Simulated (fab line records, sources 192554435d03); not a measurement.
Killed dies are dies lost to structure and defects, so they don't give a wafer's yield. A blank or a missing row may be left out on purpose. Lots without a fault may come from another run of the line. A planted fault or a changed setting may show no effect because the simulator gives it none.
Which tool did it? | flow n5_finfet | 24 lots, 72 wafers sampled, at 6 steps of a route of 1938

WHAT THE GAUGES READ, wafer by wafer
N5_BEOL_M9_RS_MEAS_57: measures by four-point-probe. Usual: M9_RS 0.1509 ohm/sq, standard deviation 0.0023.
lot  | measured     | on            | M9_RS (ohm/sq)       | flag
L074 | day 11 00:19 | film_metro-01 | 0.1492 0.1488 0.1498 |
L077 | day 11 07:39 | film_metro-01 | 0.1503 0.1472 0.1524 |
L079 | day 11 07:23 | film_metro-02 | 0.1536 0.1493 0.1509 |
L076 | day 11 08:23 | film_metro-01 | 0.1531 0.1486 0.1480 |
L075 | day 11 11:49 | film_metro-02 | 0.1536 0.1543 0.1545 |
L078 | day 11 21:37 | film_metro-02 | 0.1489 0.1505 0.1518 |
L080 | day 12 11:03 | film_metro-01 | 0.1490 0.1509 0.1525 |
L081 | day 12 12:31 | film_metro-01 | 0.1540 0.1498 0.1521 |
L082 | day 13 10:01 | film_metro-01 | 0.1523 0.1512 0.1489 |
L085 | day 13 12:07 | film_metro-01 | 0.1512 0.1489 0.1478 |
L084 | day 14 22:41 | film_metro-02 | 0.1523 0.1475 0.1533 |
L086 | day 15 01:41 | film_metro-01 | 0.1513 0.1499 0.1454 |
L089 | day 15 10:27 | film_metro-01 | 0.1497 0.1476 0.1489 |
L083 | day 15 13:20 | film_metro-02 | 0.1541 0.1548 0.1560 |
L087 | day 15 18:19 | film_metro-01 | 0.1551 0.1518 0.1511 |
L088 | day 15 17:24 | film_metro-02 | 0.1511 0.1521 0.1512 |
L090 | day 16 00:10 | film_metro-01 | 0.1499 0.1480 0.1479 |
L093 | day 16 16:16 | film_metro-01 | 0.1539 0.1518 0.1500 |
L092 | day 16 20:50 | film_metro-01 | 0.1503 0.1525 0.1517 |
L091 | day 17 02:28 | film_metro-02 | 0.1502 0.1492 0.1515 |
L094 | day 17 03:27 | film_metro-02 | 0.1514 0.1504 0.1522 |
L097 | day 17 13:34 | film_metro-01 | 0.1502 0.1504 0.1509 |
L095 | day 17 13:52 | film_metro-02 | 0.1542 0.1555 0.1538 |
L096 | day 18 02:10 | film_metro-02 | 0.1496 0.1506 0.1490 |

N5_BEOL_M10_OVL_MEAS_12. Usual: M10_OVL 0.0 nm, standard deviation 0.68.
lot  | measured     | on         | M10_OVL (nm)   | flag
L074 | day 11 03:01 | overlay-02 | -0.5 0.6 -0.3  |
L077 | day 11 10:47 | overlay-02 | -0.8 1.1 0.2   |
L079 | day 11 08:47 | overlay-02 | 2.0 0.4 0.9    |
L076 | day 11 11:16 | overlay-01 | -0.4 0.3 -0.8  |
L075 | day 11 14:51 | overlay-02 | -1.0 0.5 -1.6  |
L078 | day 11 23:20 | overlay-01 | 1.2 0.5 0.8    |
L080 | day 12 12:27 | overlay-01 | -1.3 -0.2 0.4  |
L081 | day 12 14:36 | overlay-01 | 0.4 1.2 0.4    |
L082 | day 13 12:08 | overlay-02 | -0.7 0.8 0.0   |
L085 | day 13 15:13 | overlay-01 | -1.3 -0.7 -0.8 |
L084 | day 15 00:15 | overlay-02 | -0.2 -0.2 0.0  |
L086 | day 15 05:36 | overlay-01 | 0.0 -0.4 0.8   |
L089 | day 15 12:00 | overlay-02 | 0.2 0.9 -0.4   |
L083 | day 15 15:08 | overlay-02 | -0.4 0.5 0.0   |
L087 | day 15 20:45 | overlay-01 | 0.2 1.0 0.4    |
L088 | day 15 19:07 | overlay-01 | -0.5 -0.6 -0.2 |
L090 | day 16 02:22 | overlay-02 | -0.8 -0.5 -0.2 |
L093 | day 16 19:00 | overlay-01 | 1.4 -0.7 0.7   |
L092 | day 17 00:24 | overlay-01 | -0.3 0.2 -0.4  |
L091 | day 17 04:17 | overlay-02 | -0.4 -0.2 0.1  |
L094 | day 17 06:37 | overlay-02 | -0.9 -0.3 -0.4 |
L097 | day 17 15:37 | overlay-01 | -0.6 0.2 0.3   |
L095 | day 17 16:02 | overlay-01 | 0.0 -0.3 1.0   |
L096 | day 18 05:07 | overlay-01 | -0.9 0.0 -1.1  |

WHICH TOOL RAN EACH LOT (tool, then ch and the chambers of the sampled wafers, then the start)
lot  | N5_BEOL_M9_DESCUM_16               | N5_BEOL_M9_ETCH_66                 | N5_BEOL_M9_ETCH_41                            | N5_BEOL_M9_DEP_56
L074 | rie_diel-03 ch 0,1,3, day 10 16:52 | rie_diel-02 ch 0,3, day 10 21:54   | rie_diel-02 ch 0,3, day 11 00:14 or earlier   | pecvd-01 ch 1,2, day 11 00:14
L077 | rie_diel-03 ch 0,1,3, day 11 02:19 | rie_diel-03 ch 0,1,2, day 11 05:01 | rie_diel-03 ch 0,1,2, day 11 07:35 or earlier | pecvd-01 ch 0,1, day 11 07:35
L079 | rie_diel-06 ch 0,2, day 11 03:31   | rie_diel-02 ch 2,3, day 11 04:50   | rie_diel-02 ch 2,3, day 11 07:19 or earlier   | pecvd-04 ch 0,1,2, day 11 07:19
L076 | rie_diel-02 ch 2,3, day 11 03:59   | rie_diel-06 ch 1,2,3, day 11 05:40 | rie_diel-06 ch 1,2,3, day 11 08:19 or earlier | pecvd-02 ch 0,1,2, day 11 08:19
L075 | rie_diel-02 ch 2,3, day 11 05:43   | rie_diel-06 ch 1,3, day 11 07:15   | rie_diel-06 ch 1,3, day 11 11:44 or earlier   | pecvd-02 ch 0,1,2, day 11 11:44
L078 | rie_diel-06 ch 0,1,2, day 11 14:41 | rie_diel-02 ch 0,2,3, day 11 18:50 | rie_diel-02 ch 0,2,3, day 11 21:33 or earlier | pecvd-02 ch 0,1, day 11 21:33
L080 | rie_diel-03 ch 0,1,2, day 12 04:49 | rie_diel-03 ch 1,3, day 12 06:45   | rie_diel-03 ch 1,3, day 12 10:59 or earlier   | pecvd-01 ch 0,1,2, day 12 10:59
L081 | rie_diel-02 ch 1,2, day 12 07:37   | rie_diel-06 ch 0,1,3, day 12 09:45 | rie_diel-06 ch 0,1,3, day 12 12:27 or earlier | pecvd-02 ch 1,2, day 12 12:27
L082 | rie_diel-02 ch 1,3, day 13 05:20   | rie_diel-03 ch 0,3, day 13 07:23   | rie_diel-03 ch 0,3, day 13 09:56 or earlier   | pecvd-02 ch 0,1,2, day 13 09:56
L085 | rie_diel-02 ch 1,2,3, day 13 06:03 | rie_diel-02 ch 0,1,2, day 13 07:32 | rie_diel-02 ch 0,1,2, day 13 12:02 or earlier | pecvd-02 ch 0,2, day 13 12:02
L084 | rie_diel-02 ch 0,2,3, day 14 15:24 | rie_diel-03 ch 0,2, day 14 18:08   | rie_diel-03 ch 0,2, day 14 22:37 or earlier   | pecvd-04 ch 0,1, day 14 22:37
L086 | rie_diel-06 ch 1,2,3, day 14 19:20 | rie_diel-03 ch 0,1,3, day 14 21:41 | rie_diel-03 ch 0,1,3, day 15 01:37 or earlier | pecvd-02 ch 0,1,2, day 15 01:37
L089 | rie_diel-06 ch 0,2,3, day 15 05:57 | rie_diel-02 ch 1,2,3, day 15 07:13 | rie_diel-02 ch 1,2,3, day 15 10:23 or earlier | pecvd-04 ch 0,1, day 15 10:23
L083 | rie_diel-02 ch 1,2, day 15 09:47   | rie_diel-02 ch 0,3, day 15 10:48   | rie_diel-02 ch 0,3, day 15 13:15 or earlier   | pecvd-02 ch 0,1,2, day 15 13:15
L087 | rie_diel-02 ch 0,3, day 15 11:32   | rie_diel-02 ch 0,2, day 15 14:11   | rie_diel-02 ch 0,2, day 15 18:14 or earlier   | pecvd-01 ch 0,1,2, day 15 18:14
L088 | rie_diel-02 ch 0,2,3, day 15 12:10 | rie_diel-06 ch 0,2, day 15 13:49   | rie_diel-06 ch 0,2, day 15 17:20 or earlier   | pecvd-04 ch 0,1,2, day 15 17:20
L090 | rie_diel-03 ch 0,2,3, day 15 18:53 | rie_diel-06 ch 0,3, day 15 19:52   | rie_diel-06 ch 0,3, day 16 00:05 or earlier   | pecvd-04 ch 0,2, day 16 00:05
L093 | rie_diel-03 ch 0,3, day 16 11:34   | rie_diel-03 ch 0,1,2, day 16 12:51 | rie_diel-03 ch 0,1,2, day 16 16:11 or earlier | pecvd-02 ch 0,1, day 16 16:11
L092 | rie_diel-02 ch 0,2,3, day 16 14:04 | rie_diel-02 ch 1,2,3, day 16 18:02 | rie_diel-02 ch 1,2,3, day 16 20:46 or earlier | pecvd-02 ch 1,2, day 16 20:46
L091 | rie_diel-02 ch 0,2,3, day 16 18:52 | rie_diel-03 ch 2,3, day 16 23:29   | rie_diel-03 ch 2,3, day 17 02:23 or earlier   | pecvd-02 ch 2, day 17 02:23
L094 | rie_diel-02 ch 0,2,3, day 16 19:25 | rie_diel-06 ch 0,2,3, day 16 23:45 | rie_diel-06 ch 0,2,3, day 17 03:22 or earlier | pecvd-02 ch 0,2, day 17 03:22
L097 | rie_diel-03 ch 0,2,3, day 17 07:45 | rie_diel-02 ch 0,1, day 17 09:23   | rie_diel-02 ch 0,1, day 17 13:29 or earlier   | pecvd-04 ch 0,1, day 17 13:29
L095 | rie_diel-02 ch 0,1,2, day 17 08:31 | rie_diel-02 ch 1,2,3, day 17 10:52 | rie_diel-02 ch 1,2,3, day 17 13:49 or earlier | pecvd-04 ch 0,1,2, day 17 13:49
L096 | rie_diel-06 ch 0,1, day 17 20:19   | rie_diel-03 ch 2,3, day 17 22:50   | rie_diel-03 ch 2,3, day 18 02:05 or earlier   | pecvd-01 ch 0,1,2, day 18 02:05
- N5_BEOL_M9_DESCUM_16: chemistry O2, time 7.9 s.
- N5_BEOL_M9_ETCH_66: etches SOC in N2/H2, target depth 80 nm, overetch 16 nm, time 120 s.
- N5_BEOL_M9_ETCH_41: etches SiCN in CH3F/O2, target depth 36.6 nm, time 70.1 s.
- N5_BEOL_M9_DEP_56: deposits SiCN from 3MS/NH3, target thk 15 nm, time 26.5 s.

WHAT THE TOOLS THEMSELVES READ (means of the sampled wafers that have a number; where no wafer has one, the mark that the record gives instead)
N5_BEOL_M9_DESCUM_16. Usual: drypump_motor_current_A 5.7 A, standard deviation 0.46; oes_product_au 0.79 a.u., standard deviation 0.079; rf_vpp_V 243.2 V, standard deviation 1.5; showerhead_plenum_p_Torr 2.09 Torr, standard deviation 0.074; throttle_valve_pct 20.47 %, standard deviation 0.21.
lot  | tool        | drypump_motor_current_A (A) | oes_product_au (a.u.) | rf_vpp_V (V) | showerhead_plenum_p_Torr (Torr) | throttle_valve_pct (%) | flag
L074 | rie_diel-03 | 5.4                         | 0.80                  | 243.4        | 2.14                            | 20.35                  |
L077 | rie_diel-03 | 5.4                         | 0.80                  | 244.3        | 2.14                            | 20.36                  |
L079 | rie_diel-06 | 6.0                         | 0.80                  | 241.8        | 2.02                            | 20.29                  |
L076 | rie_diel-02 | 5.9                         | 0.74                  | 242.9        | 2.13                            | 20.65                  |
L075 | rie_diel-02 | 6.0                         | 0.74                  | 244.0        | 2.13                            | 20.65                  |
L078 | rie_diel-06 | 5.8                         | 0.78                  | 243.0        | 2.07                            | 20.49                  |
L080 | rie_diel-03 | 5.4                         | 0.82                  | 243.3        | 2.14                            | 20.39                  |
L081 | rie_diel-02 | 6.1                         | 0.78                  | 245.1        | 2.16                            | 20.47                  |
L082 | rie_diel-02 | 6.0                         | 0.79                  | 243.6        | 2.05                            | 20.60                  |
L085 | rie_diel-02 | 6.0                         | 0.77                  | 242.8        | 2.11                            | 20.53                  |
L084 | rie_diel-02 | 5.8                         | 0.76                  | 242.7        | 2.08                            | 20.63                  |
L086 | rie_diel-06 | 5.8                         | 0.69                  | 241.5        | 2.07                            | 20.64                  |
L089 | rie_diel-06 | 5.7                         | 0.75                  | 241.7        | 2.03                            | 20.44                  |
L083 | rie_diel-02 | 6.2                         | 0.80                  | 243.8        | 2.14                            | 20.37                  |
L087 | rie_diel-02 | 5.7                         | 0.77                  | 241.9        | 2.02                            | 20.69                  |
L088 | rie_diel-02 | 5.8                         | 0.76                  | 243.4        | 2.07                            | 20.63                  |
L090 | rie_diel-03 | 5.2                         | 0.83                  | 244.5        | 2.16                            | 20.35                  |
L093 | rie_diel-03 | 5.0                         | 0.80                  | 242.7        | 2.09                            | 20.32                  |
L092 | rie_diel-02 | 5.8                         | 0.75                  | 243.2        | 2.07                            | 20.65                  |
L091 | rie_diel-02 | 5.8                         | 0.75                  | 242.6        | 2.07                            | 20.64                  |
L094 | rie_diel-02 | 5.8                         | 0.75                  | 242.6        | 2.07                            | 20.64                  |
L097 | rie_diel-03 | 5.2                         | 0.82                  | 244.0        | 2.15                            | 20.36                  |
L095 | rie_diel-02 | 6.0                         | 0.78                  | 243.9        | 2.11                            | 20.46                  |
L096 | rie_diel-06 | 5.3                         | 0.89                  | 243.2        | 2.08                            | 20.39                  |

N5_BEOL_M9_ETCH_66. Usual: drypump_motor_current_A 5.7 A, standard deviation 0.46; oes_product_au 0.61 a.u., standard deviation 0.062; rf_vpp_V 524.0 V, standard deviation 2.8; showerhead_plenum_p_Torr 2.54 Torr, standard deviation 0.092; throttle_valve_pct 17.80 %, standard deviation 0.22.
lot  | tool        | drypump_motor_current_A (A) | oes_product_au (a.u.) | rf_vpp_V (V) | showerhead_plenum_p_Torr (Torr) | throttle_valve_pct (%) | flag
L074 | rie_diel-02 | 5.7                         | 0.62                  | 521.4        | 2.47                            | 17.98                  |
L077 | rie_diel-03 | 5.4                         | 0.64                  | 526.2        | 2.60                            | 17.76                  |
L079 | rie_diel-02 | 5.9                         | 0.57                  | 525.4        | 2.57                            | 17.94                  |
L076 | rie_diel-06 | 5.9                         | 0.54                  | 522.3        | 2.52                            | 17.99                  |
L075 | rie_diel-06 | 5.5                         | 0.53                  | 523.4        | 2.55                            | 18.15                  |
L078 | rie_diel-02 | 5.8                         | 0.61                  | 524.0        | 2.52                            | 17.87                  |
L080 | rie_diel-03 | 5.9                         | 0.57                  | 526.6        | 2.64                            | 17.94                  |
L081 | rie_diel-06 | 5.4                         | 0.58                  | 524.2        | 2.54                            | 17.98                  |
L082 | rie_diel-03 | 5.2                         | 0.64                  | 526.1        | 2.62                            | 17.63                  |
L085 | rie_diel-02 | 6.0                         | 0.62                  | 524.6        | 2.56                            | 17.72                  |
L084 | rie_diel-03 | 4.9                         | 0.63                  | 523.7        | 2.54                            | 17.63                  |
L086 | rie_diel-03 | 5.4                         | 0.66                  | 526.3        | 2.58                            | 17.65                  |
L089 | rie_diel-02 | 6.0                         | 0.59                  | 523.7        | 2.55                            | 17.91                  |
L083 | rie_diel-02 | 5.8                         | 0.59                  | 520.2        | 2.46                            | 18.03                  |
L087 | rie_diel-02 | 5.8                         | 0.61                  | 523.8        | 2.52                            | 17.76                  |
L088 | rie_diel-06 | 6.1                         | 0.59                  | 520.2        | 2.43                            | 17.65                  |
L090 | rie_diel-06 | 5.4                         | 0.56                  | 523.0        | 2.50                            | 17.98                  |
L093 | rie_diel-03 | 5.4                         | 0.66                  | 524.8        | 2.59                            | 17.67                  |
L092 | rie_diel-02 | 6.0                         | 0.58                  | 523.8        | 2.54                            | 17.92                  |
L091 | rie_diel-03 | 5.4                         | 0.65                  | 528.0        | 2.69                            | 17.70                  |
L094 | rie_diel-06 | 5.7                         | 0.56                  | 522.3        | 2.46                            | 17.83                  |
L097 | rie_diel-02 | 6.1                         | 0.63                  | 524.7        | 2.53                            | 17.70                  |
L095 | rie_diel-02 | 6.0                         | 0.58                  | 524.1        | 2.54                            | 17.95                  |
L096 | rie_diel-03 | 5.4                         | 0.65                  | 528.3        | 2.69                            | 17.74                  |

N5_BEOL_M9_ETCH_41. Usual: CH3F_flow_sccm 30.01 sccm, standard deviation 0.1; drypump_motor_current_A 5.7 A, standard deviation 0.45; mfc_ar_sccm 150.0 sccm, standard deviation 0.41; oes_product_au 0.80 a.u., standard deviation 0.084; rf_vpp_V 297.4 V, standard deviation 1.6; showerhead_plenum_p_Torr 2.00 Torr, standard deviation 0.07; throttle_valve_pct 16.33 %, standard deviation 0.23.
lot  | tool        | CH3F_flow_sccm (sccm) | drypump_motor_current_A (A) | mfc_ar_sccm (sccm) | oes_product_au (a.u.) | rf_vpp_V (V) | showerhead_plenum_p_Torr (Torr) | throttle_valve_pct (%) | flag
L074 | rie_diel-02 | 30.08                 | 5.8                         | 150.2              | 0.82                  | 296.5        | 1.94                            | 16.50                  |
L077 | rie_diel-03 | 30.02                 | 5.4                         | 149.9              | 0.84                  | 297.9        | 2.05                            | 16.26                  |
L079 | rie_diel-02 | 29.96                 | 5.9                         | 149.5              | 0.74                  | 296.8        | 2.03                            | 16.53                  |
L076 | rie_diel-06 | 29.87                 | 5.8                         | 150.6              | 0.71                  | 296.6        | 1.99                            | 16.55                  |
L075 | rie_diel-06 | 30.01                 | 5.5                         | 150.1              | 0.69                  | 297.1        | 2.01                            | 16.68                  |
L078 | rie_diel-02 | 30.02                 | 5.8                         | 150.2              | 0.78                  | 297.3        | 1.99                            | 16.44                  |
L080 | rie_diel-03 | 29.92                 | 5.9                         | 149.9              | 0.77                  | 299.4        | 2.07                            | 16.37                  |
L081 | rie_diel-06 | 30.11                 | 5.4                         | 150.6              | 0.76                  | 297.3        | 2.00                            | 16.52                  |
L082 | rie_diel-03 | 30.00                 | 5.2                         | 149.9              | 0.83                  | 297.7        | 2.06                            | 16.14                  |
L085 | rie_diel-02 | 29.93                 | 6.0                         | 149.9              | 0.81                  | 297.6        | 2.02                            | 16.27                  |
L084 | rie_diel-03 | 29.98                 | 5.0                         | 149.8              | 0.83                  | 297.6        | 2.01                            | 16.20                  |
L086 | rie_diel-03 | 30.02                 | 5.4                         | 150.0              | 0.87                  | 298.4        | 2.04                            | 16.14                  |
L089 | rie_diel-02 | 30.00                 | 6.0                         | 149.8              | 0.76                  | 297.9        | 2.01                            | 16.45                  |
L083 | rie_diel-02 | 30.12                 | 5.7                         | 150.2              | 0.77                  | 296.0        | 1.93                            | 16.57                  |
L087 | rie_diel-02 | 29.93                 | 5.7                         | 150.2              | 0.80                  | 297.0        | 1.99                            | 16.35                  |
L088 | rie_diel-06 | 29.99                 | 6.0                         | 150.1              | 0.76                  | 296.5        | 1.93                            | 16.23                  |
L090 | rie_diel-06 | 30.01                 | 5.4                         | 149.6              | 0.74                  | 296.5        | 1.97                            | 16.53                  |
L093 | rie_diel-03 | 30.17                 | 5.4                         | 150.1              | 0.86                  | 297.6        | 2.04                            | 16.18                  |
L092 | rie_diel-02 | 30.07                 | 6.0                         | 149.9              | 0.76                  | 297.6        | 2.00                            | 16.47                  |
L091 | rie_diel-03 | 30.12                 | 5.4                         | 149.8              | 0.84                  | 299.8        | 2.11                            | 16.17                  |
L094 | rie_diel-06 | 29.97                 | 5.7                         | 150.3              | 0.74                  | 296.6        | 1.94                            | 16.41                  |
L097 | rie_diel-02 | 30.04                 | 6.1                         | 150.0              | 0.83                  | 297.3        | 2.00                            | 16.19                  |
L095 | rie_diel-02 | 29.92                 | 6.0                         | 150.1              | 0.75                  | 297.7        | 2.00                            | 16.48                  |
L096 | rie_diel-03 | 30.03                 | 5.4                         | 149.9              | 0.84                  | 299.7        | 2.11                            | 16.21                  |

N5_BEOL_M9_DEP_56. Usual: showerhead_plenum_p_Torr 3.669 Torr, standard deviation 0.014; throttle_valve_pct 9.2 %, standard deviation 0.6.
lot  | tool     | showerhead_plenum_p_Torr (Torr) | throttle_valve_pct (%) | flag
L074 | pecvd-01 | 3.683                           | 8.8                    |
L077 | pecvd-01 | 3.683                           | 9.5                    |
L079 | pecvd-04 | 3.661                           | 9.1                    |
L076 | pecvd-02 | 3.670                           | 9.4                    |
L075 | pecvd-02 | 3.670                           | 9.4                    |
L078 | pecvd-02 | 3.668                           | 9.8                    |
L080 | pecvd-01 | 3.684                           | 9.0                    |
L081 | pecvd-02 | 3.682                           | 9.5                    |
L082 | pecvd-02 | 3.669                           | 9.2                    |
L085 | pecvd-02 | 3.669                           | 8.9                    |
L084 | pecvd-04 | 3.665                           | 9.2                    |
L086 | pecvd-02 | 3.670                           | 9.3                    |
L089 | pecvd-04 | 3.670                           | 9.2                    |
L083 | pecvd-02 | 3.671                           | 9.3                    |
L087 | pecvd-01 | 3.677                           | 8.9                    |
L088 | pecvd-04 | 3.665                           | 9.1                    |
L090 | pecvd-04 | 3.663                           | 9.2                    |
L093 | pecvd-02 | 3.659                           | 9.6                    |
L092 | pecvd-02 | 3.679                           | 9.5                    |
L091 | pecvd-02 | 3.677                           | 8.8                    |
L094 | pecvd-02 | 3.671                           | 8.9                    |
L097 | pecvd-04 | 3.673                           | 9.2                    |
L095 | pecvd-04 | 3.665                           | 9.2                    |
L096 | pecvd-01 | 3.678                           | 9.0                    |

THE ANSWER, worked out from the rows above alone
Rule: a lot is off if the mean of its wafers that have a number lies more than 3 standard deviations from the usual mean. A lot without any number at a reading at which 4 lots or more have one is off too. The other lots that the step has rows for count as sound. The gauges are gone through in route order, then the tools' own readings, and for those a lot's mean is taken as printed above. The first step at which some lot is off is used, and at that step the reading that is off furthest; a lot without a number counts as furthest.
No lot is off at any reading shown: from this, nothing can be told.

WHAT THE SIMULATOR HAD PUT IN
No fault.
